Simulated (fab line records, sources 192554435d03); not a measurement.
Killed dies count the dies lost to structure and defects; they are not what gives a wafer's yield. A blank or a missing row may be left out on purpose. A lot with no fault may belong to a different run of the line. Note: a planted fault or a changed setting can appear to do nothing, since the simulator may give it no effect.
Struck lot and sound lot, side by side -- flow n5Finfet -- 43 out of 1938 route steps
Sound: the wafers L578.1, L578.2, L578.3. Struck: wafer L597.4 (L597.5, L597.6, from the same lot, were not struck and are left out); the cause is given at the end.
At each step with rows: each side's tool, then ch and its chambers, then its first start. Under that, the readings that differ: sound wafers -- struck wafers -- difference of the means -- sigmas: that difference in standard deviations of wafers without a fault.
alike: readings whose means differ by less than 2 such deviations, and words and numbers that are the same on both sides. not compared: withheld readings, readings that some wafer has no value for, bounds like >300 that may hide the same value, and numbers for which the record gives no deviation and whose values overlap.
The two part at a step that has a row with sigmas, a row that says differs or no value, or rows on one side only. When numbers do not overlap yet have no deviation, they are printed without sigmas and do not part them. Lack of a reading on every wafer of one side parts them only where that side has two or more wafers.

first, 5 steps without rows for these wafers: N5_BEOL_M4_ETCH_70 (etches SOC in N2/H2, target depth 80 nm, overetch 24 nm, time 130 s); N5_BEOL_M4_STRIP_71 (strips in N2/H2); N5_BEOL_M4_STRIP_78 (strips in N2/H2); N5_BEOL_M4_VIA_ETCH_34 (etches the open film in C4F6/O2, target depth 69.4 nm, time 65.9 s); N5_BEOL_M4_STRIP_83 (strips in C4F6/O2).
N5_BEOL_M4_STRIP_36: strips in N2/H2.
  sound on rieDiel-01 ch 0,2,3, day 9 03:15; struck on rieDiel-04 ch 3, day 13 23:54
  alike: drypumpMotorCurrentA, oesProductAu, rfVppV, showerheadPlenumPTorr, throttleValvePct
  not compared: rfHoursCounterH
then, 3 steps without rows for these wafers: N5_BEOL_M4_TRENCH_ETCH_37 (etches SiOC in C4F6/O2, target depth 55.555 nm, time 29.2 s); N5_BEOL_M4_ETCH_41 (etches SiCN in CH3F/O2, target depth 29.9 nm, time 52.5 s); N5_BEOL_M4_STRIP_97 (strips in N2/H2, time 10 s).
N5_BEOL_M4_OCD_MEAS_38:
  sound on ocd-01, day 9 03:26; struck on ocd-01, day 14 00:06
  alike: trenchDepthNm
then, 2 steps without rows for these wafers: N5_BEOL_M4_HM_STRIP_39 (strips TiN in peroxide tin strip, target depth 25 nm, time 158 s); N5_BEOL_M4_SRD_40 (time 30 s).
N5_BEOL_M4_PRECLEAN_42: cleans in residue remover, time 60 s.
  sound on wetBench-03 ch 4,6,7, day 9 03:32; struck on wetBench-05 ch 0,3,5, day 14 00:11
then, 1 step without rows for these wafers: N5_BEOL_M4_SRD_43 (time 30 s).
N5_BEOL_M4_CD_MEAS_35: target cd 18 nm, target cd y 22.4 nm.
  sound on cdSem-02, day 9 03:36; struck on cdSem-01, day 14 00:15
  alike: cdNm
then, 10 steps without rows for these wafers: N5_BEOL_M4_DEGAS_44 (time 60 s); N5_BEOL_M4_PRE_CLEAN_45 (time 30 s); N5_BEOL_M4_ALD_84 (deposits TaN, pulse time 2 s, purge time 3 s, co reactant purge time 2 s); N5_BEOL_M4_SURFACE_TREAT_85; N5_BEOL_M4_CVD_47 (deposits Co from CCTBA/H2, target thk 3 nm, time 223.8 s); N5_BEOL_M4_SPUTTER_48 (material Cu, target thk 4.5 nm, time 8.29 s); N5_BEOL_M4_ANNEAL_49 (time 240 s); N5_BEOL_M4_SPUTTER_79 (material Cu, target thk 4.5 nm, time 8.29 s); N5_BEOL_M4_ANNEAL_80 (time 240 s); N5_BEOL_M4_SPUTTER_81 (material Cu, target thk 4.5 nm, time 8.29 s).
N5_BEOL_M4_ANNEAL_82: time 240 s.
  sound on pvdSputter-03, day 9 06:26; struck on pvdSputter-02, day 14 02:02
  alike: heaterPowerW
then, 5 steps without rows for these wafers: N5_BEOL_M4_SPUTTER_86 (material Cu, target thk 4.5 nm, time 8.29 s); N5_BEOL_M4_ANNEAL_87 (time 240 s); N5_BEOL_M4_SPUTTER_88 (material Cu, target thk 4.5 nm, time 8.29 s); N5_BEOL_M4_ANNEAL_89 (time 240 s); N5_BEOL_M4_SPUTTER_90 (material Cu, target thk 4.5 nm, time 8.29 s).
N5_BEOL_M4_ANNEAL_91: time 240 s.
  sound on pvdSputter-03, day 9 07:05; struck on pvdSputter-02, day 14 02:41
  alike: heaterPowerW
then, 3 steps without rows for these wafers: N5_BEOL_M4_SPUTTER_92 (material Cu, target thk 4.5 nm, time 8.29 s); N5_BEOL_M4_ANNEAL_93 (time 240 s); N5_BEOL_M4_SPUTTER_94 (material Cu, target thk 4.5 nm, time 8.29 s).
N5_BEOL_M4_ANNEAL_95: time 240 s.
  sound on pvdSputter-03, day 9 07:32; struck on pvdSputter-02, day 14 03:08
  alike: heaterPowerW
N5_BEOL_M4_SPUTTER_96: material Cu, target thk 4.5 nm, time 8.29 s.
  sound on pvdSputter-03, day 9 07:40; struck on pvdSputter-02, day 14 03:16
  alike: throttleValvePct
then, 3 steps without rows for these wafers: N5_BEOL_M4_ECD_50 (material Cu, target thk 300 nm); N5_BEOL_M4_ANNEAL_51 (time 90 s); N5_BEOL_M4_CMP_52 (polishes, stops on SiOC, t overpolish 6.8 s, target thk 40 nm).
N5_BEOL_M4_THK_MEAS_53: measures by xrf.
  sound on filmMetro-01, day 9 08:28; struck on filmMetro-01, day 14 04:16
  alike: M4_THK
then, 1 step without rows for these wafers: N5_BEOL_M4_PRE_CLEAN_60 (time 15 s).
-- record jumps: 4 days separate the struck wafers' starts on either side; left off in module BEOL_M4, taken up again in module PASSIVATION, whose first shown step is the route's number 1936 --
N5_PASSIVATION_PROBE_49:
  sound on prober-02, day 13 10:04; struck on prober-01, day 17 23:40
reading,sound,struck,difference,sigmas
defectLimitedYield (%),90.3 91.5 93.2,85.6,-6.1,-4
killed_at_M4_up,11 6 11,91,+82,+16
killedDies,114 100 80,170,+72,+4
killedOnRim,11 13 13,28,+16,+4
sort_bin_5_function (%),5.0 5.0 4.2,8.9,+4.2,+5
sortNPass,1066 1080 1098,1009,-72,-4
sortYieldPct (%),90.3 91.5 93.1,85.5,-6.1,-4
  alike: killed_at_M0_to_M3, killedAtContacts, killedAtFrontEnd, killedAtOther, killedOpen, killedShort, sort_bin_4_leakage, sort_bin_6_memory

== WHERE THEY PART ==
N5_PASSIVATION_PROBE_49 only, going by this record.

WHY: what the simulator had put in
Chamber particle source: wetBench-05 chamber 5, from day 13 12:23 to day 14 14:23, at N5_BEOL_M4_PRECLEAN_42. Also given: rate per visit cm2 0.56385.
